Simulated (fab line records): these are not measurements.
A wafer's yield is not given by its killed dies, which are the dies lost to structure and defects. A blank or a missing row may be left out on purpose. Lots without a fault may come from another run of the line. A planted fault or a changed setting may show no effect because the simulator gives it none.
fab line records	flow nandHarc
record: lots: 7	wafers: 21	lastDay: 24
route steps=1159 shown A_STAIRCASE@677 END@1159
lots with no fault: from the same line, run without faults
startH: hours from the record's opening day to when the first of the lot's shown wafers began	waitH: hours elapsed since this lot's preceding step	" identical to the entry in the row above	L1.1+2: a single row standing in for several wafers	- no value, or no start was given	* or withheld: withheld	< > ~ a bound
route shown NAME@n: NAME is a module with steps in the file, n the number in the route of the first one	usual: mean and standard deviation over wafers with no fault	same: alike in all rows	chamber/n: place in a boat	sites: the reading at each site	_std_site: standard deviation of those values	_edge_site: inner sites' mean taken away from outer sites' mean	radiusMm: how far each site lies from the wafer's centre	mask NAME#n: copy n	behind: the tool/chamber that last shaped the wafer	hold: the reason the lot was held/the length of the hold in hours/how it ended	device: names the non-switching transistor (n, p or np)	end of line: tests run on the same wafers once the route is complete	a step without rows: its recipe alone	killed: dies that structure and defects cost at the first sort, which is not the same as the wafer's yield	map: a wafer's dies, marking killed ones x, the rest . and places with no die _
set.NAME: the run value of the setting; set.NAME@STEP: its run value at that earlier step	model.NAME: the simulator's own value behind a step, which no gauge read
lots at some steps of the route; a table a step, a row a wafer
services: when a tool's chamber went out of use (startH, in hours from the record's first day, below 0 if earlier), for how many hours, and the reason
== steps ==
step: NHARC_A_STAIRCASE_DEHYDRATE_302
recipe: tempC: 150	timeS: 120
step: NHARC_A_STAIRCASE_HMDS_303
recipe: timeS: 30
step: NHARC_A_STAIRCASE_COAT_304
recipe: spinRpm: 1200
step: NHARC_A_STAIRCASE_SOFTBAKE_305
recipe: tempC: 135	timeS: 170
step: NHARC_A_STAIRCASE_EBR_306
step: NHARC_A_STAIRCASE_EXPOSE_307
recipe: na: 0.5	doseMj: 45.72	maskId: CHOP_50
step: NHARC_A_STAIRCASE_PEB_308
recipe: pebTempC: 115	pebTimeS: 130
step: NHARC_A_STAIRCASE_DEVELOP_309
recipe: timeS: 140
step: NHARC_A_STAIRCASE_HARDBAKE_311
recipe: tempC: 120	timeS: 140
step: NHARC_A_STAIRCASE_DESCUM_312
recipe: timeS: 3	o2FlowSccm: 200	arFlowSccm: 0	biasPowerW: 0	chemistry: O2
usual: drypumpMotorCurrentA: 5.66/0.29	oesProductAu: 1.004/0.01	rfVppV: 57.6/0.84	showerheadPlenumPTorr: 1.89/0.09	throttleValvePct: 11.310/0.0098
lot.wafer	tool	chamber	startH	waitH	drypumpMotorCurrentA	oesProductAu	rfHoursCounterH	rfVppV	showerheadPlenumPTorr	throttleValvePct
L947.3	rieDiel-05	0	287.37	-	5.59	0.992	37	58.4	1.83	11.317
L947.2	"	2	"	"	5.48	0.997	44	56.9	1.94	11.313
L947.5	"	3	"	"	5.51	0.995	-	56.3	1.99	11.313
L952.2	rieDiel-02	0	322.49	-	5.09	1.015	63	54.9	1.76	11.323
L952.4	"	1	"	"	6.02	0.999	63	58.5	1.88	11.299
L952.3	"	2	"	"	5.85	1.016	58	58.1	1.79	11.296
L958.1	rieDiel-02	3	361.40	-	5.65	1.010	10	57.7	1.92	11.298
L958.3	"	2	"	"	5.81	1.006	10	56.9	1.79	11.318
L958.6	"	3	"	"	5.67	1.013	-	57.3	1.92	11.298
L960.3	rieDiel-02	3	363.40	-	5.67	1.001	10	57.5	1.92	11.309
L960.2	"	1	"	"	6.03	1.000	10	58.1	1.88	11.316
L960.6	"	0	"	"	5.08	1.014	-	59.5	2.07	11.325
L959.1	rieDiel-02	1	364.71	-	6.00	0.999	10	58.1	1.88	11.309
L959.2	"	3	"	"	5.68	1.013	11	58.1	1.92	11.323
L959.6	"	1	"	"	6.00	0.998	-	57.4	1.88	11.288
L961.3	rieDiel-02	1	372.90	-	6.02	0.993	13	58.1	1.88	11.297
L961.4	"	0	"	"	5.10	1.026	13	59.3	2.07	11.296
L961.6	"	2	"	"	5.85	0.999	-	57.0	1.79	11.309
L965.4	rieDiel-02	1	406.66	-	6.00	0.987	27	57.4	1.87	11.305
L965.3	"	2	"	"	5.83	1.000	22	57.1	1.78	11.308
L965.2	"	3	"	"	5.66	0.991	27	57.5	1.92	11.320
step: NHARC_A_STAIRCASE_ETCH_313
recipe: cf4FlowSccm: 100	chf3FlowSccm: 30	arFlowSccm: 0	rfW: 500	biasW: 200	chemistry: CF4/CHF3
usual: chf3FlowSccm: 29.99/0.1	drypumpMotorCurrentA: 5.66/0.3	oesProductAu: 0.938/0.018	rfVppV: 369.9/2.6	showerheadPlenumPTorr: 1.55/0.068	throttleValvePct: 16.803/0.0094
lot.wafer	tool	chamber	startH	waitH	chf3FlowSccm	drypumpMotorCurrentA	oesProductAu	rfHoursCounterH	rfVppV	showerheadPlenumPTorr	throttleValvePct
L947.3	rieDiel-05	2	287.45	0.1	29.76	5.50	0.927	44	371.3	1.60	16.795
L947.2	"	0	"	"	30.11	5.60	0.914	37	366.8	1.51	16.792
L947.5	"	3	"	"	29.89	5.55	0.911	-	372.8	1.63	16.816
L952.4	rieDiel-02	1	322.59	0.1	30.15	5.99	0.937	63	370.1	1.55	16.800
L952.3	"	3	"	"	30.12	5.68	0.928	62	370.8	1.58	16.797
L952.2	"	0	"	"	30.03	5.10	0.943	63	363.8	1.46	16.798
L958.3	rieDiel-02	3	361.51	0.1	30.08	5.65	0.920	10	371.3	1.58	16.799
L958.1	"	0	"	"	30.07	5.10	0.938	9	375.2	1.70	16.827
L958.6	"	2	"	"	29.99	5.84	0.919	-	368.4	1.48	16.793
L960.2	rieDiel-02	1	363.49	0.1	29.96	6.01	0.930	10	369.1	1.55	16.798
L960.3	"	3	"	"	30.06	5.67	0.926	10	370.5	1.58	16.802
L960.6	"	1	"	"	29.89	5.98	0.931	-	369.7	1.55	16.820
L959.1	rieDiel-02	2	364.81	0.1	30.04	5.79	0.921	11	368.2	1.48	16.810
L959.2	"	1	"	"	29.99	6.01	0.928	10	369.2	1.55	16.807
L959.6	"	2	"	"	30.14	5.83	0.925	-	367.5	1.48	16.804
L961.4	rieDiel-02	2	372.98	0.1	30.00	5.79	0.921	13	366.4	1.48	16.802
L961.3	"	3	"	"	29.80	5.67	0.930	14	371.4	1.58	16.806
L961.6	"	3	"	"	29.89	5.71	0.935	-	370.7	1.58	16.806
L965.2	rieDiel-02	0	406.73	0.1	30.06	5.08	0.937	28	372.9	1.69	16.794
L965.3	"	2	"	"	29.92	5.83	0.931	22	367.0	1.47	16.811
L965.4	"	3	"	"	30.04	5.62	0.931	27	371.1	1.58	16.811
step: NHARC_A_STAIRCASE_HM_OPEN_463
recipe: o2FlowSccm: 400	cosFlowSccm: 20	arFlowSccm: 0	rfW: 500	biasW: 300	chemistry: O2/COS
usual: biasW: 300.0/1	chamberPressureMTorr: 19.999/0.019	drypumpMotorCurrentA: 5.6/0.31	oesProductAu: 1.004/0.011	rfVppV: 467/3	showerheadPlenumPTorr: 3.10/0.14	throttleValvePct: 28.330/0.009
lot.wafer	tool	chamber	startH	waitH	biasW	chamberPressureMTorr	drypumpMotorCurrentA	oesProductAu	rfHoursCounterH	rfVppV	showerheadPlenumPTorr	throttleValvePct
L947.3	rieDiel-05	3	287.60	-	301.3	20.021	5.6	0.995	43	470	3.24	28.353
L947.2	"	0	"	"	300.1	20.012	5.6	0.991	37	464	3.00	28.320
L947.5	"	2	"	"	299.6	20.020	5.5	1.008	-	468	3.17	28.332
L952.3	rieDiel-02	2	322.75	-	300.1	20.027	5.9	1.014	58	463	2.93	28.330
L952.4	"	3	"	"	299.4	19.992	5.7	1.011	62	467	3.14	28.335
L952.2	"	0	"	"	299.9	19.996	5.1	1.008	63	461	2.89	28.343
L958.3	rieDiel-02	3	361.61	-	-	-	-	-	-	-	-	-
L958.1	"	2	"	"	-	-	-	-	-	-	-	-
L958.6	"	3	"	"	-	-	-	-	-	-	-	-
L960.3	rieDiel-02	3	363.61	-	-	-	-	-	-	-	-	-
L960.2	"	1	"	"	-	-	-	-	-	-	-	-
L960.6	"	0	"	"	-	-	-	-	-	-	-	-
L959.2	rieDiel-02	0	365.03	-	-	-	-	-	-	-	-	-
L959.1	"	3	"	"	-	-	-	-	-	-	-	-
L959.6	"	0	"	"	-	-	-	-	-	-	-	-
L961.3	rieDiel-02	0	373.12	-	301.1	20.014	5.1	1.019	13	472	3.37	28.336
L961.4	"	1	"	"	299.9	19.984	6.0	1.006	13	465	3.07	28.312
L961.6	"	0	"	"	300.6	20.030	5.1	1.021	-	473	3.37	28.321
L965.4	rieDiel-02	0	406.88	-	298.7	20.015	5.1	1.018	28	472	3.36	28.325
L965.3	"	1	"	"	300.7	20.021	6.0	0.987	27	466	3.06	28.343
L965.2	"	2	"	"	299.7	20.005	5.8	1.007	22	462	2.92	28.329
step: NHARC_A_STAIRCASE_STRIP_464
recipe: o2FlowSccm: 400	cosFlowSccm: 20	arFlowSccm: 0	biasW: 0	chemistry: O2/COS
step: NHARC_END_SORT_01
recipe: tempC: 25
usual: killedAtArray: 29/11	killedAtOther: 0.7/1.1	killedAtPeriphery: 3.1/2	killedDies: 33/11	killedOpen: 3.5/1.8	killedShort: 2.0/1.4
same: grossDies: 677
lot.wafer	tool	chamber	startH	waitH	killedAtArray	killedAtOther	killedAtPeriphery	killedDies	killedOpen	killedShort
L958.1	prober-01	0	546.57	2.5	674	0	3	677	3	3
L958.3	prober-01	0	548.19	3.1	672	0	5	677	3	2
L958.6	prober-01	0	550.61	4.0	676	0	1	677	2	2
L959.1	prober-01	0	554.44	2.5	676	0	1	677	5	1
L959.2	prober-01	0	555.24	2.8	670	1	6	677	2	3
L959.6	prober-01	0	558.45	4.0	677	0	0	677	3	1
L960.2	prober-02	0	562.33	2.8	673	1	3	677	5	1
L960.3	prober-02	0	563.13	3.1	671	2	4	677	7	0
L960.6	prober-02	0	565.53	4.0	672	2	3	677	3	4
killed by level:class
L958.1 A_STAIRCASE:areaOpen=623 A_CHANNEL_HOLE_D1:chamberFilmFlake=21 A_SLIT:chamberFilmFlake=13 A_STAIRCASE:chamberFilmFlake=5 A_CONTACT:chamberFilmFlake=5 A_M0:geometricParticle:open=2 P_M0:geometricParticle:open=1 A_SGD_CUT:geometricParticle:short=1
L958.3 A_STAIRCASE:areaOpen=622 A_SLIT:chamberFilmFlake=19 A_CHANNEL_HOLE_D1:chamberFilmFlake=17 A_STAIRCASE:chamberFilmFlake=6 A_CONTACT:chamberFilmFlake=3 A_WL_FILL:geometricParticle:short=2 A_CONTACT:geometricParticle:open=2 P_GATE:chamberFilmFlake=2
L958.6 A_STAIRCASE:areaOpen=621 A_CHANNEL_HOLE_D1:chamberFilmFlake=20 A_SLIT:chamberFilmFlake=18 A_STAIRCASE:chamberFilmFlake=13 P_M0:geometricParticle:open=1 A_CHANNEL_FILL_D1:geometricParticle:open=1 A_CONTACT:geometricParticle:short=1 A_M0:geometricParticle:short=1
L959.1 A_STAIRCASE:areaOpen=640 A_CHANNEL_HOLE_D1:chamberFilmFlake=12 A_SLIT:chamberFilmFlake=11 A_STAIRCASE:chamberFilmFlake=6 A_ONON_D1:geometricParticle:open=3 A_CONTACT:geometricParticle:open=2 A_CHANNEL_HOLE_D1:geometricParticle:short=1 P_ZERO_WELL:chamberFilmFlake=1
L959.2 A_STAIRCASE:areaOpen=629 A_CHANNEL_HOLE_D1:chamberFilmFlake=18 A_SLIT:chamberFilmFlake=13 P_ZERO_WELL:chamberFilmFlake=3 A_STAIRCASE:chamberFilmFlake=3 A_CONTACT:chamberFilmFlake=3 P_GATE:chamberFilmFlake=2 P_M1:geometricParticle:open=1
L959.6 A_STAIRCASE:areaOpen=633 A_CHANNEL_HOLE_D1:chamberFilmFlake=20 A_SLIT:chamberFilmFlake=13 A_CONTACT:chamberFilmFlake=3 A_STAIRCASE:chamberFilmFlake=2 A_WL_FILL:chamberFilmFlake=2 A_ONON_D1:geometricParticle:open=1 A_ONON_D1:geometricParticle:short=1
L960.2 A_STAIRCASE:areaOpen=659 A_STAIRCASE:chamberFilmFlake=4 P_GATE:chamberFilmFlake=3 A_CHANNEL_HOLE_D1:chamberFilmFlake=3 A_M0:geometricParticle:open=2 A_ONON_D1:geometricParticle:open=1 A_CHANNEL_FILL_D1:geometricParticle:open=1 A_WL_FILL:geometricParticle:short=1
L960.3 A_STAIRCASE:areaOpen=659 A_STAIRCASE:chamberFilmFlake=5 A_CHANNEL_HOLE_D1:chamberFilmFlake=3 THIN_TSV:chamberFilmFlake=2 P_CONTACT:geometricParticle:open=1 P_M1:geometricParticle:open=1 P_BONDPAD:geometricParticle:open=1 A_ONON_D1:geometricParticle:open=1
L960.6 A_STAIRCASE:areaOpen=650 A_STAIRCASE:chamberFilmFlake=7 A_CHANNEL_HOLE_D1:chamberFilmFlake=5 A_WL_FILL:geometricParticle:short=2 P_GATE:chamberFilmFlake=2 A_ZERO_WELL:chamberFilmFlake=2 A_CONTACT:chamberFilmFlake=2 THIN_TSV:chamberFilmFlake=2
map L958.1 (x killed, . not)
____________x____________
_________xxxxxxx_________
_______xxxxxxxxxxx_______
______xxxxxxxxxxxxx______
_____xxxxxxxxxxxxxxx_____
____xxxxxxxxxxxxxxxxx____
____xxxxxxxxxxxxxxxxx____
___xxxxxxxxxxxxxxxxxxx___
___xxxxxxxxxxxxxxxxxxx___
__xxxxxxxxxxxxxxxxxxxxx__
__xxxxxxxxxxxxxxxxxxxxx__
_xxxxxxxxxxxxxxxxxxxxxxx_
_xxxxxxxxxxxxxxxxxxxxxxx_
_xxxxxxxxxxxxxxxxxxxxxxx_
_xxxxxxxxxxxxxxxxxxxxxxx_
_xxxxxxxxxxxxxxxxxxxxxxx_
xxxxxxxxxxxxxxxxxxxxxxxxx
xxxxxxxxxxxxxxxxxxxxxxxxx
xxxxxxxxxxxxxxxxxxxxxxxxx
xxxxxxxxxxxxxxxxxxxxxxxxx
xxxxxxxxxxxxxxxxxxxxxxxxx
_xxxxxxxxxxxxxxxxxxxxxxx_
_xxxxxxxxxxxxxxxxxxxxxxx_
_xxxxxxxxxxxxxxxxxxxxxxx_
_xxxxxxxxxxxxxxxxxxxxxxx_
_xxxxxxxxxxxxxxxxxxxxxxx_
__xxxxxxxxxxxxxxxxxxxxx__
__xxxxxxxxxxxxxxxxxxxxx__
___xxxxxxxxxxxxxxxxxxx___
___xxxxxxxxxxxxxxxxxxx___
____xxxxxxxxxxxxxxxxx____
____xxxxxxxxxxxxxxxxx____
_____xxxxxxxxxxxxxxx_____
______xxxxxxxxxxxxx______
_______xxxxxxxxxxx_______
_________xxxxxxx_________
____________x____________
map L959.1 (x killed, . not)
____________x____________
_________xxxxxxx_________
_______xxxxxxxxxxx_______
______xxxxxxxxxxxxx______
_____xxxxxxxxxxxxxxx_____
____xxxxxxxxxxxxxxxxx____
____xxxxxxxxxxxxxxxxx____
___xxxxxxxxxxxxxxxxxxx___
___xxxxxxxxxxxxxxxxxxx___
__xxxxxxxxxxxxxxxxxxxxx__
__xxxxxxxxxxxxxxxxxxxxx__
_xxxxxxxxxxxxxxxxxxxxxxx_
_xxxxxxxxxxxxxxxxxxxxxxx_
_xxxxxxxxxxxxxxxxxxxxxxx_
_xxxxxxxxxxxxxxxxxxxxxxx_
_xxxxxxxxxxxxxxxxxxxxxxx_
xxxxxxxxxxxxxxxxxxxxxxxxx
xxxxxxxxxxxxxxxxxxxxxxxxx
xxxxxxxxxxxxxxxxxxxxxxxxx
xxxxxxxxxxxxxxxxxxxxxxxxx
xxxxxxxxxxxxxxxxxxxxxxxxx
_xxxxxxxxxxxxxxxxxxxxxxx_
_xxxxxxxxxxxxxxxxxxxxxxx_
_xxxxxxxxxxxxxxxxxxxxxxx_
_xxxxxxxxxxxxxxxxxxxxxxx_
_xxxxxxxxxxxxxxxxxxxxxxx_
__xxxxxxxxxxxxxxxxxxxxx__
__xxxxxxxxxxxxxxxxxxxxx__
___xxxxxxxxxxxxxxxxxxx___
___xxxxxxxxxxxxxxxxxxx___
____xxxxxxxxxxxxxxxxx____
____xxxxxxxxxxxxxxxxx____
_____xxxxxxxxxxxxxxx_____
______xxxxxxxxxxxxx______
_______xxxxxxxxxxx_______
_________xxxxxxx_________
____________x____________
== services ==
tool	chamber	startH	hours	kind
rieDiel-02	2	274.32	1.4	repair
rieDiel-02	0	283.32	-	clean
rieDiel-02	1	283.32	-	clean
rieDiel-02	2	283.32	-	clean
rieDiel-02	3	283.32	-	clean
rieDiel-05	0	294.72	5.7	repair
rieDiel-02	0	303.23	3.9	repair
rieDiel-05	1	305.50	14.4	repair
rieDiel-02	0	307.82	-	clean
rieDiel-02	1	307.82	-	clean
rieDiel-02	2	307.82	-	clean
rieDiel-02	3	307.82	-	clean
rieDiel-02	-	327.82	9.0	pm
rieDiel-02	0	327.82	9.0	ventCycle
rieDiel-02	1	327.82	9.0	ventCycle
rieDiel-02	2	327.82	9.0	ventCycle
rieDiel-02	3	327.82	9.0	ventCycle
rieDiel-02	0	336.82	-	clean
rieDiel-02	0	336.82	-	consumableReplace:showerhead
rieDiel-02	1	336.82	-	clean
rieDiel-02	2	336.82	-	clean
rieDiel-05	-	352.65	0.9	repair
rieDiel-05	3	381.74	12.5	repair
rieDiel-02	2	393.04	4.7	repair
== key ==
firstSign: step: NHARC_A_STAIRCASE_HM_OPEN_463	reading: toolRecord	direction: missing
effect: step: NHARC_END_SORT_01	reading: killedDies	direction: up	sigmas: 61	usual: 33	struck: 677
moreKillsBornAt: NHARC_A_STAIRCASE_HM_OPEN_463@rieDiel-02: 5736
metAt NHARC_A_STAIRCASE_HM_OPEN_463
struckWafers L958.1,L958.3,L958.6,L959.1,L959.2,L959.6,L960.2,L960.3,L960.6
laterRowsLeftOut L958.1,L958.3,L958.6,L959.1,L959.2,L959.6,L960.2,L960.3,L960.6
testerLeftOut L958,L959,L960
onsetBetween 322.75 361.61
fault: kind: skippedStepWhole	tool: rieDiel-02	chamber: -	onsetH: 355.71	steps: NHARC_A_STAIRCASE_HM_OPEN_463	scope: struckLotsOnly
testerLeftOut: of these lots the tester's yield and bins aren't shown, on N5 and GAA mostly nor the transistor test; their killed dies are dies lost to structure and defects alone, not to doping, threshold or leakage, so they don't give the yield
laterRowsLeftOut: the simulator's readings of these wafers behind a module that went badly wrong aren't trusted and aren't shown, but for the sort
